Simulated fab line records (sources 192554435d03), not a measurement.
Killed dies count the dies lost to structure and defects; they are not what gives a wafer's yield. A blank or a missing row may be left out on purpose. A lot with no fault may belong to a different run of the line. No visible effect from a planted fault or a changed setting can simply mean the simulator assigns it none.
fab line records / flow n5-finfet
record lots=11 wafers=33 last-day=17
route steps=1938 shown BEOL_M15@1827 MIM_BOT@1833 MIM_TOP_ETCH@1851
lots that met no fault: taken from a fault-free run of the same line
start-h: hours from the record's first day to the start of the lot's first wafer shown / wait-h: hours since the lot's step before / " identical to the entry in the row above / L1.1+2: one row covering several wafers at once / - either no value or no given start / * or withheld: withheld / < > ~ a bound
route shown NAME@n: NAME is a module with steps in the file, n the number in the route of the first one / usual: average and standard deviation across the fault-free wafers / same: alike in all rows / chamber/n: place in a boat / sites: per-site readings / _std_site: the standard deviation of these / _edge_site: inner sites' mean taken away from outer sites' mean / radius-mm: how far each site lies from the wafer's centre / mask NAME#n: copy n / behind: the most recent tool/chamber to have shaped the wafer / hold: what put the lot on hold/how long, in hours/how the hold closed / device: which transistor (n, p or np) failed to switch / end of line: the route-end tests of the same wafers / a step given without rows: its recipe and nothing more / killed: dies lost to structure and defects at the first sort, not the wafer's yield / map: a wafer's dies, x killed, . not, _ none there
set.NAME: the run value of the setting; set.NAME@STEP: its run value at that earlier step / model.NAME: the simulator's own value behind a step, which no gauge read
one table for each step of the route and one row for each wafer, over a sample of lots
services: from which hour (start-h, from the record's first day; less than 0 if before it) a tool's chamber was out of use, for how many hours, and why
## steps
# step N5_BEOL_M15_DEP_53
# recipe material=SiCN target-thk-a=500 temp-c=withheld precursor=3MS/NH3 pressure-torr=3 rf-w=675 time-s=17.8
# usual showerhead-plenum-p-Torr=4.170/0.022 throttle-valve-pct=18.1/0.66
# same time-s=17.8
lot.wafer=L130.1 tool=pecvd-04 chamber=2 start-h=263.02 wait-h=0.0 showerhead-plenum-p-Torr=4.173 throttle-valve-pct=17.1
lot.wafer=L130.3 tool=pecvd-04 chamber=1 start-h=263.02 wait-h=0.0 showerhead-plenum-p-Torr=4.175 throttle-valve-pct=17.2
lot.wafer=L130.5 tool=pecvd-04 chamber=0 start-h=263.02 wait-h=0.0 showerhead-plenum-p-Torr=4.164 throttle-valve-pct=18.8
lot.wafer=L131.1 tool=pecvd-03 chamber=2 start-h=285.16 wait-h=0.0 showerhead-plenum-p-Torr=4.135 throttle-valve-pct=17.7
lot.wafer=L131.3 tool=pecvd-03 chamber=0 start-h=285.16 wait-h=0.0 showerhead-plenum-p-Torr=4.203 throttle-valve-pct=17.9
lot.wafer=L131.6 tool=pecvd-03 chamber=0 start-h=285.16 wait-h=0.0 showerhead-plenum-p-Torr=4.198 throttle-valve-pct=17.7
lot.wafer=L132.1 tool=pecvd-04 chamber=2 start-h=285.70 wait-h=0.0 showerhead-plenum-p-Torr=4.174 throttle-valve-pct=17.1
lot.wafer=L132.4 tool=pecvd-04 chamber=2 start-h=285.70 wait-h=0.0 showerhead-plenum-p-Torr=4.175 throttle-valve-pct=17.2
lot.wafer=L132.6 tool=pecvd-04 chamber=0 start-h=285.70 wait-h=0.0 showerhead-plenum-p-Torr=4.145 throttle-valve-pct=19.0
lot.wafer=L133.1 tool=pecvd-03 chamber=2 start-h=288.95 wait-h=0.0 showerhead-plenum-p-Torr=4.136 throttle-valve-pct=17.4
lot.wafer=L133.3 tool=pecvd-03 chamber=1 start-h=288.95 wait-h=0.0 showerhead-plenum-p-Torr=4.189 throttle-valve-pct=18.6
lot.wafer=L133.6 tool=pecvd-03 chamber=1 start-h=288.95 wait-h=0.0 showerhead-plenum-p-Torr=4.200 throttle-valve-pct=18.2
lot.wafer=L134.1 tool=pecvd-01 chamber=1 start-h=294.40 wait-h=0.0 showerhead-plenum-p-Torr=4.171 throttle-valve-pct=19.1
lot.wafer=L134.4 tool=pecvd-01 chamber=2 start-h=294.40 wait-h=0.0 showerhead-plenum-p-Torr=4.125 throttle-valve-pct=17.7
lot.wafer=L134.6 tool=pecvd-01 chamber=0 start-h=294.40 wait-h=0.0 showerhead-plenum-p-Torr=4.166 throttle-valve-pct=18.8
lot.wafer=L136.1 tool=pecvd-03 chamber=1 start-h=299.96 wait-h=0.0 showerhead-plenum-p-Torr=4.197 throttle-valve-pct=18.6
lot.wafer=L136.2 tool=pecvd-03 chamber=2 start-h=299.96 wait-h=0.0 showerhead-plenum-p-Torr=4.155 throttle-valve-pct=17.6
lot.wafer=L136.4 tool=pecvd-03 chamber=2 start-h=299.96 wait-h=0.0 showerhead-plenum-p-Torr=4.145 throttle-valve-pct=17.4
lot.wafer=L135.1 tool=pecvd-03 chamber=2 start-h=300.02 wait-h=0.0 showerhead-plenum-p-Torr=4.148 throttle-valve-pct=17.6
lot.wafer=L135.4 tool=pecvd-03 chamber=0 start-h=300.02 wait-h=0.0 showerhead-plenum-p-Torr=4.191 throttle-valve-pct=18.0
lot.wafer=L135.6 tool=pecvd-03 chamber=2 start-h=300.02 wait-h=0.0 showerhead-plenum-p-Torr=4.143 throttle-valve-pct=17.7
lot.wafer=L148.1 tool=pecvd-03 chamber=1 start-h=369.99 wait-h=0.0 showerhead-plenum-p-Torr=4.187 throttle-valve-pct=18.8
lot.wafer=L148.3 tool=pecvd-03 chamber=0 start-h=369.99 wait-h=0.0 showerhead-plenum-p-Torr=4.189 throttle-valve-pct=17.9
lot.wafer=L148.4 tool=pecvd-03 chamber=1 start-h=369.99 wait-h=0.0 showerhead-plenum-p-Torr=4.197 throttle-valve-pct=18.2
lot.wafer=L146.1 tool=pecvd-01 chamber=1 start-h=376.06 wait-h=0.0 showerhead-plenum-p-Torr=4.153 throttle-valve-pct=19.3
lot.wafer=L146.4 tool=pecvd-01 chamber=2 start-h=376.06 wait-h=0.0 showerhead-plenum-p-Torr=4.122 throttle-valve-pct=17.6
lot.wafer=L146.5 tool=pecvd-01 chamber=1 start-h=376.06 wait-h=0.0 showerhead-plenum-p-Torr=4.159 throttle-valve-pct=19.1
lot.wafer=L149.2 tool=pecvd-01 chamber=1 start-h=388.28 wait-h=0.0 showerhead-plenum-p-Torr=4.162 throttle-valve-pct=19.4
lot.wafer=L149.3 tool=pecvd-01 chamber=2 start-h=388.28 wait-h=0.0 showerhead-plenum-p-Torr=4.129 throttle-valve-pct=17.5
lot.wafer=L149.6 tool=pecvd-01 chamber=0 start-h=388.28 wait-h=0.0 showerhead-plenum-p-Torr=4.149 throttle-valve-pct=19.0
lot.wafer=L150.1 tool=pecvd-01 chamber=2 start-h=388.82 wait-h=0.0 showerhead-plenum-p-Torr=4.139 throttle-valve-pct=17.6
lot.wafer=L150.4 tool=pecvd-01 chamber=0 start-h=388.82 wait-h=0.0 showerhead-plenum-p-Torr=4.154 throttle-valve-pct=19.0
lot.wafer=L150.5 tool=pecvd-01 chamber=2 start-h=388.82 wait-h=0.0 showerhead-plenum-p-Torr=4.139 throttle-valve-pct=17.7
# step N5_BEOL_M15_RS_MEAS_54
# recipe thk-meas-gauge=four-point-probe reads=Cu_of_BEOL_M15_ECD_47+Ta_of_BEOL_M15_SPUTTER_44+TaN_of_BEOL_M15_SPUTTER_43
# usual M15_RS=0.0214/0.00041
lot.wafer=L130.1 tool=film-metro-02 chamber=- start-h=263.09 wait-h=0.0 M15_RS[ohm/sq]=0.0217
lot.wafer=L130.3 tool=film-metro-02 chamber=- start-h=263.09 wait-h=0.0 M15_RS[ohm/sq]=0.0213
lot.wafer=L130.5 tool=film-metro-02 chamber=- start-h=263.09 wait-h=0.0 M15_RS[ohm/sq]=0.0218
lot.wafer=L131.1 tool=film-metro-02 chamber=- start-h=285.22 wait-h=0.0 M15_RS[ohm/sq]=0.0207
lot.wafer=L131.3 tool=film-metro-02 chamber=- start-h=285.22 wait-h=0.0 M15_RS[ohm/sq]=0.0210
lot.wafer=L131.6 tool=film-metro-02 chamber=- start-h=285.22 wait-h=0.0 M15_RS[ohm/sq]=0.0207
lot.wafer=L132.1 tool=film-metro-02 chamber=- start-h=285.77 wait-h=0.0 M15_RS[ohm/sq]=0.0223
lot.wafer=L132.4 tool=film-metro-02 chamber=- start-h=285.77 wait-h=0.0 M15_RS[ohm/sq]=0.0217
lot.wafer=L132.6 tool=film-metro-02 chamber=- start-h=285.77 wait-h=0.0 M15_RS[ohm/sq]=0.0220
lot.wafer=L133.1 tool=film-metro-02 chamber=- start-h=289.01 wait-h=0.0 M15_RS[ohm/sq]=0.0215
lot.wafer=L133.3 tool=film-metro-02 chamber=- start-h=289.01 wait-h=0.0 M15_RS[ohm/sq]=0.0218
lot.wafer=L133.6 tool=film-metro-02 chamber=- start-h=289.01 wait-h=0.0 M15_RS[ohm/sq]=0.0211
lot.wafer=L134.1 tool=film-metro-01 chamber=- start-h=294.46 wait-h=0.0 M15_RS[ohm/sq]=0.0203
lot.wafer=L134.4 tool=film-metro-01 chamber=- start-h=294.46 wait-h=0.0 M15_RS[ohm/sq]=0.0214
lot.wafer=L134.6 tool=film-metro-01 chamber=- start-h=294.46 wait-h=0.0 M15_RS[ohm/sq]=0.0203
lot.wafer=L136.1 tool=film-metro-02 chamber=- start-h=300.02 wait-h=0.0 M15_RS[ohm/sq]=0.0206
lot.wafer=L136.2 tool=film-metro-02 chamber=- start-h=300.02 wait-h=0.0 M15_RS[ohm/sq]=0.0215
lot.wafer=L136.4 tool=film-metro-02 chamber=- start-h=300.02 wait-h=0.0 M15_RS[ohm/sq]=0.0209
lot.wafer=L135.1 tool=film-metro-02 chamber=- start-h=300.08 wait-h=0.0 M15_RS[ohm/sq]=0.0218
lot.wafer=L135.4 tool=film-metro-02 chamber=- start-h=300.08 wait-h=0.0 M15_RS[ohm/sq]=0.0217
lot.wafer=L135.6 tool=film-metro-02 chamber=- start-h=300.08 wait-h=0.0 M15_RS[ohm/sq]=0.0214
lot.wafer=L148.1 tool=film-metro-01 chamber=- start-h=370.07 wait-h=0.1 M15_RS[ohm/sq]=0.0215
lot.wafer=L148.3 tool=film-metro-01 chamber=- start-h=370.07 wait-h=0.1 M15_RS[ohm/sq]=0.0215
lot.wafer=L148.4 tool=film-metro-01 chamber=- start-h=370.07 wait-h=0.1 M15_RS[ohm/sq]=0.0217
lot.wafer=L146.1 tool=film-metro-01 chamber=- start-h=376.13 wait-h=0.0 M15_RS[ohm/sq]=0.0212
lot.wafer=L146.4 tool=film-metro-01 chamber=- start-h=376.13 wait-h=0.0 M15_RS[ohm/sq]=0.0214
lot.wafer=L146.5 tool=film-metro-01 chamber=- start-h=376.13 wait-h=0.0 M15_RS[ohm/sq]=0.0210
lot.wafer=L149.2 tool=film-metro-01 chamber=- start-h=388.35 wait-h=0.1 M15_RS[ohm/sq]=0.0219
lot.wafer=L149.3 tool=film-metro-01 chamber=- start-h=388.35 wait-h=0.1 M15_RS[ohm/sq]=0.0220
lot.wafer=L149.6 tool=film-metro-01 chamber=- start-h=388.35 wait-h=0.1 M15_RS[ohm/sq]=0.0221
lot.wafer=L150.1 tool=film-metro-01 chamber=- start-h=388.89 wait-h=0.0 M15_RS[ohm/sq]=0.0219
lot.wafer=L150.4 tool=film-metro-01 chamber=- start-h=388.89 wait-h=0.0 M15_RS[ohm/sq]=0.0219
lot.wafer=L150.5 tool=film-metro-01 chamber=- start-h=388.89 wait-h=0.0 M15_RS[ohm/sq]=0.0221
# step N5_MIM_BOT_SPUTTER_00
# recipe material=TiN target-thk-a=350 temp-c=200 power-w=3000 chamber-pressure-pa=0.49996 gas=Ar reactive-partial-pa=0.37997 time-s=89.7
# usual chamber-pressure-pa=0.4999/0.0011 throttle-valve-pct=29.7/1.3
# same time-s=89.7
lot.wafer=L130.1 tool=pvd-sputter-02 chamber=- start-h=264.97 wait-h=0.0 chamber-pressure-pa=0.5010 throttle-valve-pct=29.4
lot.wafer=L130.3 tool=pvd-sputter-02 chamber=- start-h=264.97 wait-h=0.0 chamber-pressure-pa=0.4992 throttle-valve-pct=27.9
lot.wafer=L130.5 tool=pvd-sputter-02 chamber=- start-h=264.97 wait-h=0.0 chamber-pressure-pa=0.5005 throttle-valve-pct=29.5
lot.wafer=L131.1 tool=pvd-sputter-02 chamber=- start-h=287.86 wait-h=0.0 chamber-pressure-pa=0.4999 throttle-valve-pct=29.6
lot.wafer=L131.3 tool=pvd-sputter-02 chamber=- start-h=287.86 wait-h=0.0 chamber-pressure-pa=0.5001 throttle-valve-pct=28.2
lot.wafer=L131.6 tool=pvd-sputter-02 chamber=- start-h=287.86 wait-h=0.0 chamber-pressure-pa=0.5016 throttle-valve-pct=29.8
lot.wafer=L132.1 tool=pvd-sputter-03 chamber=- start-h=288.15 wait-h=0.0 chamber-pressure-pa=0.5007 throttle-valve-pct=28.2
lot.wafer=L132.4 tool=pvd-sputter-03 chamber=- start-h=288.15 wait-h=0.0 chamber-pressure-pa=0.4988 throttle-valve-pct=31.9
lot.wafer=L132.6 tool=pvd-sputter-03 chamber=- start-h=288.15 wait-h=0.0 chamber-pressure-pa=0.5001 throttle-valve-pct=31.4
lot.wafer=L133.1 tool=pvd-sputter-03 chamber=- start-h=290.59 wait-h=0.0 chamber-pressure-pa=0.5010 throttle-valve-pct=27.9
lot.wafer=L133.3 tool=pvd-sputter-03 chamber=- start-h=290.59 wait-h=0.0 chamber-pressure-pa=0.5009 throttle-valve-pct=31.3
lot.wafer=L133.6 tool=pvd-sputter-03 chamber=- start-h=290.59 wait-h=0.0 chamber-pressure-pa=0.5002 throttle-valve-pct=29.7
lot.wafer=L134.1 tool=pvd-sputter-03 chamber=- start-h=296.83 wait-h=0.0 chamber-pressure-pa=0.4997 throttle-valve-pct=31.3
lot.wafer=L134.4 tool=pvd-sputter-03 chamber=- start-h=296.83 wait-h=0.0 chamber-pressure-pa=0.5006 throttle-valve-pct=32.3
lot.wafer=L134.6 tool=pvd-sputter-03 chamber=- start-h=296.83 wait-h=0.0 chamber-pressure-pa=0.5002 throttle-valve-pct=30.1
lot.wafer=L136.1 tool=pvd-sputter-02 chamber=- start-h=302.24 wait-h=0.0 chamber-pressure-pa=0.4994 throttle-valve-pct=27.9
lot.wafer=L136.2 tool=pvd-sputter-02 chamber=- start-h=302.24 wait-h=0.0 chamber-pressure-pa=0.5016 throttle-valve-pct=29.2
lot.wafer=L136.4 tool=pvd-sputter-02 chamber=- start-h=302.24 wait-h=0.0 chamber-pressure-pa=0.4991 throttle-valve-pct=29.7
lot.wafer=L135.1 tool=pvd-sputter-02 chamber=- start-h=302.46 wait-h=0.0 chamber-pressure-pa=0.5002 throttle-valve-pct=29.6
lot.wafer=L135.4 tool=pvd-sputter-02 chamber=- start-h=302.46 wait-h=0.0 chamber-pressure-pa=0.4996 throttle-valve-pct=29.7
lot.wafer=L135.6 tool=pvd-sputter-02 chamber=- start-h=302.46 wait-h=0.0 chamber-pressure-pa=0.4995 throttle-valve-pct=29.8
lot.wafer=L148.1 tool=pvd-sputter-03 chamber=- start-h=371.43 wait-h=0.0 chamber-pressure-pa=0.5000 throttle-valve-pct=32.2
lot.wafer=L148.3 tool=pvd-sputter-03 chamber=- start-h=371.43 wait-h=0.0 chamber-pressure-pa=0.5004 throttle-valve-pct=29.8
lot.wafer=L148.4 tool=pvd-sputter-03 chamber=- start-h=371.43 wait-h=0.0 chamber-pressure-pa=0.5001 throttle-valve-pct=31.3
lot.wafer=L146.1 tool=pvd-sputter-01 chamber=- start-h=378.45 wait-h=0.0 chamber-pressure-pa=0.4994 throttle-valve-pct=30.3
lot.wafer=L146.4 tool=pvd-sputter-01 chamber=- start-h=378.45 wait-h=0.0 chamber-pressure-pa=0.5000 throttle-valve-pct=29.4
lot.wafer=L146.5 tool=pvd-sputter-01 chamber=- start-h=378.45 wait-h=0.0 chamber-pressure-pa=0.5004 throttle-valve-pct=28.3
lot.wafer=L149.2 tool=pvd-sputter-02 chamber=- start-h=390.17 wait-h=0.0 chamber-pressure-pa=0.4985 throttle-valve-pct=29.7
lot.wafer=L149.3 tool=pvd-sputter-02 chamber=- start-h=390.17 wait-h=0.0 chamber-pressure-pa=0.4996 throttle-valve-pct=29.7
lot.wafer=L149.6 tool=pvd-sputter-02 chamber=- start-h=390.17 wait-h=0.0 chamber-pressure-pa=0.4997 throttle-valve-pct=28.1
lot.wafer=L150.1 tool=pvd-sputter-02 chamber=- start-h=390.49 wait-h=0.0 chamber-pressure-pa=0.4984 throttle-valve-pct=27.9
lot.wafer=L150.4 tool=pvd-sputter-02 chamber=- start-h=390.49 wait-h=0.0 chamber-pressure-pa=0.5012 throttle-valve-pct=29.9
lot.wafer=L150.5 tool=pvd-sputter-02 chamber=- start-h=390.49 wait-h=0.0 chamber-pressure-pa=0.5001 throttle-valve-pct=29.7
# step N5_MIM_TOP_ETCH_ETCH_00
# recipe chemistry=Cl2/BCl3 target=TiN target-depth-a=385 ion-energy-ev=150 pressure-mtorr=10 icp-w=1000 bias-w=126 Cl2_flow_sccm=53.25 bcl3-flow-sccm=21.75 Ar_flow_sccm=25
# usual bcl3-flow-sccm=21.76/0.066 bias-w=126.0/0.33 drypump-motor-current-A=5.9/0.4 oes-product-au=0.78/0.07 throttle-valve-pct=22.74/0.12
lot.wafer=L130.1 tool=rie-metal-03 chamber=0 start-h=267.99 wait-h=0.1 bcl3-flow-sccm=21.79 bias-w=126.0 drypump-motor-current-A=5.1 oes-product-au=0.87 rf-hours-counter-h=15 throttle-valve-pct=22.82
lot.wafer=L130.3 tool=rie-metal-03 chamber=1 start-h=267.99 wait-h=0.1 bcl3-flow-sccm=21.86 bias-w=126.2 drypump-motor-current-A=6.0 oes-product-au=0.71 rf-hours-counter-h=- throttle-valve-pct=22.71
lot.wafer=L130.5 tool=rie-metal-03 chamber=1 start-h=267.99 wait-h=0.1 bcl3-flow-sccm=21.88 bias-w=125.3 drypump-motor-current-A=6.0 oes-product-au=0.70 rf-hours-counter-h=- throttle-valve-pct=22.68
lot.wafer=L131.1 tool=rie-metal-02 chamber=0 start-h=289.38 wait-h=0.1 bcl3-flow-sccm=21.77 bias-w=126.5 drypump-motor-current-A=6.2 oes-product-au=0.81 rf-hours-counter-h=35 throttle-valve-pct=22.91
lot.wafer=L131.3 tool=rie-metal-02 chamber=0 start-h=289.38 wait-h=0.1 bcl3-flow-sccm=21.74 bias-w=126.0 drypump-motor-current-A=6.2 oes-product-au=0.79 rf-hours-counter-h=- throttle-valve-pct=22.92
lot.wafer=L131.6 tool=rie-metal-02 chamber=1 start-h=289.38 wait-h=0.1 bcl3-flow-sccm=21.78 bias-w=126.4 drypump-motor-current-A=6.0 oes-product-au=0.78 rf-hours-counter-h=- throttle-valve-pct=22.66
lot.wafer=L132.1 tool=rie-metal-01 chamber=1 start-h=290.80 wait-h=0.1 bcl3-flow-sccm=21.73 bias-w=126.1 drypump-motor-current-A=5.3 oes-product-au=0.93 rf-hours-counter-h=5 throttle-valve-pct=22.65
lot.wafer=L132.4 tool=rie-metal-01 chamber=0 start-h=290.80 wait-h=0.1 bcl3-flow-sccm=21.80 bias-w=126.5 drypump-motor-current-A=6.3 oes-product-au=0.70 rf-hours-counter-h=- throttle-valve-pct=22.58
lot.wafer=L132.6 tool=rie-metal-01 chamber=0 start-h=290.80 wait-h=0.1 bcl3-flow-sccm=21.78 bias-w=125.9 drypump-motor-current-A=6.2 oes-product-au=0.70 rf-hours-counter-h=- throttle-valve-pct=22.58
lot.wafer=L133.1 tool=rie-metal-02 chamber=0 start-h=293.13 wait-h=0.1 bcl3-flow-sccm=21.61 bias-w=125.5 drypump-motor-current-A=6.2 oes-product-au=0.80 rf-hours-counter-h=35 throttle-valve-pct=22.90
lot.wafer=L133.3 tool=rie-metal-02 chamber=0 start-h=293.13 wait-h=0.1 bcl3-flow-sccm=21.70 bias-w=125.9 drypump-motor-current-A=6.2 oes-product-au=0.81 rf-hours-counter-h=- throttle-valve-pct=22.92
lot.wafer=L133.6 tool=rie-metal-02 chamber=0 start-h=293.13 wait-h=0.1 bcl3-flow-sccm=21.71 bias-w=125.9 drypump-motor-current-A=6.2 oes-product-au=0.80 rf-hours-counter-h=- throttle-valve-pct=22.91
lot.wafer=L134.1 tool=rie-metal-01 chamber=0 start-h=298.50 wait-h=0.1 bcl3-flow-sccm=21.72 bias-w=126.1 drypump-motor-current-A=6.2 oes-product-au=0.70 rf-hours-counter-h=73 throttle-valve-pct=22.58
lot.wafer=L134.4 tool=rie-metal-01 chamber=1 start-h=298.50 wait-h=0.1 bcl3-flow-sccm=21.76 bias-w=125.5 drypump-motor-current-A=5.4 oes-product-au=0.92 rf-hours-counter-h=- throttle-valve-pct=22.64
lot.wafer=L134.6 tool=rie-metal-01 chamber=1 start-h=298.50 wait-h=0.1 bcl3-flow-sccm=21.78 bias-w=125.6 drypump-motor-current-A=5.4 oes-product-au=0.91 rf-hours-counter-h=- throttle-valve-pct=22.66
lot.wafer=L136.1 tool=rie-metal-01 chamber=1 start-h=303.76 wait-h=0.1 bcl3-flow-sccm=21.85 bias-w=146.2 drypump-motor-current-A=5.4 oes-product-au=0.95 rf-hours-counter-h=6 throttle-valve-pct=22.64
lot.wafer=L136.2 tool=rie-metal-01 chamber=0 start-h=303.76 wait-h=0.1 bcl3-flow-sccm=21.75 bias-w=146.5 drypump-motor-current-A=6.2 oes-product-au=0.72 rf-hours-counter-h=74 throttle-valve-pct=22.58
lot.wafer=L136.4 tool=rie-metal-01 chamber=1 start-h=303.76 wait-h=0.1 bcl3-flow-sccm=21.79 bias-w=145.8 drypump-motor-current-A=5.4 oes-product-au=0.94 rf-hours-counter-h=- throttle-valve-pct=22.64
lot.wafer=L135.1 tool=rie-metal-01 chamber=1 start-h=303.95 wait-h=0.1 bcl3-flow-sccm=21.65 bias-w=146.0 drypump-motor-current-A=5.3 oes-product-au=0.94 rf-hours-counter-h=6 throttle-valve-pct=22.65
lot.wafer=L135.4 tool=rie-metal-01 chamber=0 start-h=303.95 wait-h=0.1 bcl3-flow-sccm=21.87 bias-w=145.6 drypump-motor-current-A=6.2 oes-product-au=0.72 rf-hours-counter-h=- throttle-valve-pct=22.58
lot.wafer=L135.6 tool=rie-metal-01 chamber=1 start-h=303.95 wait-h=0.1 bcl3-flow-sccm=21.85 bias-w=146.5 drypump-motor-current-A=5.3 oes-product-au=0.94 rf-hours-counter-h=- throttle-valve-pct=22.63
lot.wafer=L148.1 tool=rie-metal-03 chamber=1 start-h=372.78 wait-h=0.1 bcl3-flow-sccm=21.83 bias-w=126.0 drypump-motor-current-A=6.0 oes-product-au=0.68 rf-hours-counter-h=77 throttle-valve-pct=22.71
lot.wafer=L148.3 tool=rie-metal-03 chamber=1 start-h=372.78 wait-h=0.1 bcl3-flow-sccm=21.79 bias-w=126.1 drypump-motor-current-A=5.9 oes-product-au=0.67 rf-hours-counter-h=- throttle-valve-pct=22.72
lot.wafer=L148.4 tool=rie-metal-03 chamber=0 start-h=372.78 wait-h=0.1 bcl3-flow-sccm=21.75 bias-w=126.0 drypump-motor-current-A=5.1 oes-product-au=0.82 rf-hours-counter-h=- throttle-valve-pct=22.85
lot.wafer=L146.1 tool=rie-metal-01 chamber=0 start-h=380.28 wait-h=0.1 bcl3-flow-sccm=21.78 bias-w=126.3 drypump-motor-current-A=6.3 oes-product-au=0.68 rf-hours-counter-h=81 throttle-valve-pct=22.61
lot.wafer=L146.4 tool=rie-metal-01 chamber=1 start-h=380.28 wait-h=0.1 bcl3-flow-sccm=21.73 bias-w=125.6 drypump-motor-current-A=5.3 oes-product-au=0.86 rf-hours-counter-h=- throttle-valve-pct=22.65
lot.wafer=L146.5 tool=rie-metal-01 chamber=1 start-h=380.28 wait-h=0.1 bcl3-flow-sccm=21.77 bias-w=126.5 drypump-motor-current-A=5.4 oes-product-au=0.87 rf-hours-counter-h=- throttle-valve-pct=22.66
lot.wafer=L149.2 tool=rie-metal-02 chamber=0 start-h=394.41 wait-h=0.1 bcl3-flow-sccm=21.89 bias-w=125.6 drypump-motor-current-A=6.2 oes-product-au=0.77 rf-hours-counter-h=45 throttle-valve-pct=22.93
lot.wafer=L149.3 tool=rie-metal-02 chamber=1 start-h=394.41 wait-h=0.1 bcl3-flow-sccm=21.70 bias-w=126.5 drypump-motor-current-A=6.0 oes-product-au=0.76 rf-hours-counter-h=- throttle-valve-pct=22.67
lot.wafer=L149.6 tool=rie-metal-02 chamber=0 start-h=394.41 wait-h=0.1 bcl3-flow-sccm=21.73 bias-w=126.4 drypump-motor-current-A=6.2 oes-product-au=0.77 rf-hours-counter-h=- throttle-valve-pct=22.92
lot.wafer=L150.1 tool=rie-metal-02 chamber=1 start-h=394.73 wait-h=0.1 bcl3-flow-sccm=21.70 bias-w=126.0 drypump-motor-current-A=6.0 oes-product-au=0.75 rf-hours-counter-h=48 throttle-valve-pct=22.68
lot.wafer=L150.4 tool=rie-metal-02 chamber=0 start-h=394.73 wait-h=0.1 bcl3-flow-sccm=21.76 bias-w=126.1 drypump-motor-current-A=6.2 oes-product-au=0.76 rf-hours-counter-h=- throttle-valve-pct=22.93
lot.wafer=L150.5 tool=rie-metal-02 chamber=0 start-h=394.73 wait-h=0.1 bcl3-flow-sccm=21.83 bias-w=126.1 drypump-motor-current-A=6.2 oes-product-au=0.76 rf-hours-counter-h=- throttle-valve-pct=22.95
## services
tool=rie-metal-01 chamber=- start-h=248.80 hours=28.1 kind=pm
tool=pecvd-03 chamber=0 start-h=267.79 hours=5.5 kind=scheduled-down
tool=pecvd-01 chamber=1 start-h=271.54 hours=5.0 kind=scheduled-down
tool=rie-metal-01 chamber=- start-h=279.59 hours=0.7 kind=repair
tool=pecvd-04 chamber=- start-h=304.29 hours=2.8 kind=pm
tool=pecvd-04 chamber=2 start-h=309.11 hours=4.2 kind=repair
tool=pecvd-03 chamber=0 start-h=343.85 hours=2.1 kind=scheduled-down
tool=pvd-sputter-01 chamber=- start-h=347.55 hours=1.5 kind=repair
tool=pecvd-03 chamber=2 start-h=368.75 hours=5.5 kind=scheduled-down
tool=pecvd-03 chamber=1 start-h=383.62 hours=- kind=clean
tool=pecvd-03 chamber=1 start-h=383.62 hours=- kind=consumable-replace:showerhead
tool=rie-metal-01 chamber=- start-h=393.21 hours=0.6 kind=repair
## key
first-sign step=N5_MIM_TOP_ETCH_ETCH_00 reading=bias-w direction=up sigmas=61 usual=* struck=*
effect none on later readings
met-at N5_MIM_TOP_ETCH_ETCH_00
struck-lots L135,L136
not-acting-at N5_BEOL_M15_DEP_53,N5_BEOL_M15_RS_MEAS_54,N5_MIM_BOT_SPUTTER_00
fault kind=process-parameter-drift tool=rie-metal-01 chamber=- onset-h=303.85 steps=N5_MIM_TOP_ETCH_ETCH_00 channel=bias-w offset=* shape=step end-h=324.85 acts-in=* stated=*
